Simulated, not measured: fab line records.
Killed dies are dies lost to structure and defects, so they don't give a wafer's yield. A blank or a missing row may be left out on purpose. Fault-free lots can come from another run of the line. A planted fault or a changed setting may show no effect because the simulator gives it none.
Which of the tools did it? | flow n5 finfet | 10 lots, 30 wafers sampled, at 4 steps of a route of 1938

WHAT THE GAUGES READ, wafer by wafer
N5_BEOL_M4_RC_MEAS_101.
lot  | measured     | on        | RS_PWELL (ohm/sq)
L622 | day 9 01:15  | prober-02 | 3010 3004 3021
L627 | day 11 14:48 | prober-02 | 2991 2971 2948
L628 | day 13 12:19 | prober-01 | 2981 2968 2963
L629 | day 12 19:20 | prober-01 | 3002 3014 2992
L631 | day 13 02:11 | prober-02 | 3002 2990 2976
L634 | day 13 08:50 | prober-02 | 3045 3026 3045
L635 | day 14 05:10 | prober-01 | 2983 2990 2983
L640 | day 15 15:37 | prober-01 | 4823 4857 4840
L641 | day 15 22:28 | prober-01 | 4861 4890 4844

TOOL THAT RAN EACH LOT (tool first, then ch and the chambers of the sampled wafers, then the start)
lot  | N5_WELL_APT_DESCUM_30             | N5_WELL_APT_IMPLANT_31         | N5_PMOS_HMC_CHANNEL_EPI_STRIP_33
L622 | rie diel-04 ch 0,3, day 2 09:07   | implanter-02 ch 0, day 2 09:15 | rie diel-06 ch 1,2,3, day 2 11:28
L627 | rie diel-04 ch 2,3, day 3 15:37   | implanter-01 ch 0, day 3 15:44 | rie diel-03 ch 1,2,3, day 3 18:19
L628 | rie diel-05 ch 1,3, day 3 21:03   | implanter-02 ch 0, day 3 21:13 | rie diel-02 ch 0,2, day 3 23:41
L629 | rie diel-04 ch 0,3, day 4 03:20   | implanter-01 ch 0, day 4 03:28 | rie diel-02 ch 0,2, day 4 06:02
L631 | rie diel-04 ch 1,2,3, day 4 15:20 | implanter-01 ch 0, day 4 15:28 | rie diel-03 ch 0,2,3, day 4 17:59
L634 | rie diel-05 ch 1,2,3, day 5 08:53 | implanter-01 ch 0, day 5 09:01 | rie diel-02 ch 2,3, day 5 11:11
L635 | rie diel-04 ch 1,2, day 5 15:44   | implanter-02 ch 0, day 5 15:52 | rie diel-06 ch 1,3, day 5 18:04
L638 | rie diel-01 ch 1,2,3, day 6 09:04 | implanter-01 ch 0, day 6 09:14 | rie diel-06 ch 1,3, day 6 11:27
L640 | rie diel-04 ch 1,2,3, day 6 22:14 | implanter-01 ch 0, day 6 22:25 | rie diel-03 ch 0,3, day 7 00:31
L641 | rie diel-05 ch 1,3, day 7 04:01   | implanter-01 ch 0, day 7 04:09 | rie diel-03 ch 0,1,3, day 7 06:49
- N5_WELL_APT_DESCUM_30: chemistry O2, time 7.9 s.
- N5_WELL_APT_IMPLANT_31
- N5_PMOS_HMC_CHANNEL_EPI_STRIP_33: strips in N2/H2.

THE ANSWER, worked out from the rows above alone
Rule: the lots themselves supply what counts as usual. Put in order of their means at a reading, lots are off if they are a third of the lots or fewer, leave a main group of 4 or more, and stand apart from it by a gap of 3 or more times the standard deviation of the main group's means; of several such gaps the widest counts. Not used: any main group whose means are identical at the precision the tables above print for the reading. Also off: a lot with no number at a reading for which 4 or more lots have one. The other lots that the step has rows for count as sound.
Off: L640, L641, at N5_BEOL_M4_RC_MEAS_101 (RS_PWELL). Main group: mean 2995 ohm/sq, sd 23. Neither off nor sound, because the step has no rows for them: L638.
A tool fits if, at a process step before that reading, it ran every lot that is off, and no sound lot after the first of them. Gauges at N5_BEOL_M4_RC_MEAS_101: tried the same way as those tools. Can't be told from this: 3 tools fit, implanter-01 at N5_WELL_APT_IMPLANT_31, rie diel-03 at N5_PMOS_HMC_CHANNEL_EPI_STRIP_33, prober-01 at N5_BEOL_M4_RC_MEAS_101.

WHAT WAS PUT IN BY THE SIMULATOR
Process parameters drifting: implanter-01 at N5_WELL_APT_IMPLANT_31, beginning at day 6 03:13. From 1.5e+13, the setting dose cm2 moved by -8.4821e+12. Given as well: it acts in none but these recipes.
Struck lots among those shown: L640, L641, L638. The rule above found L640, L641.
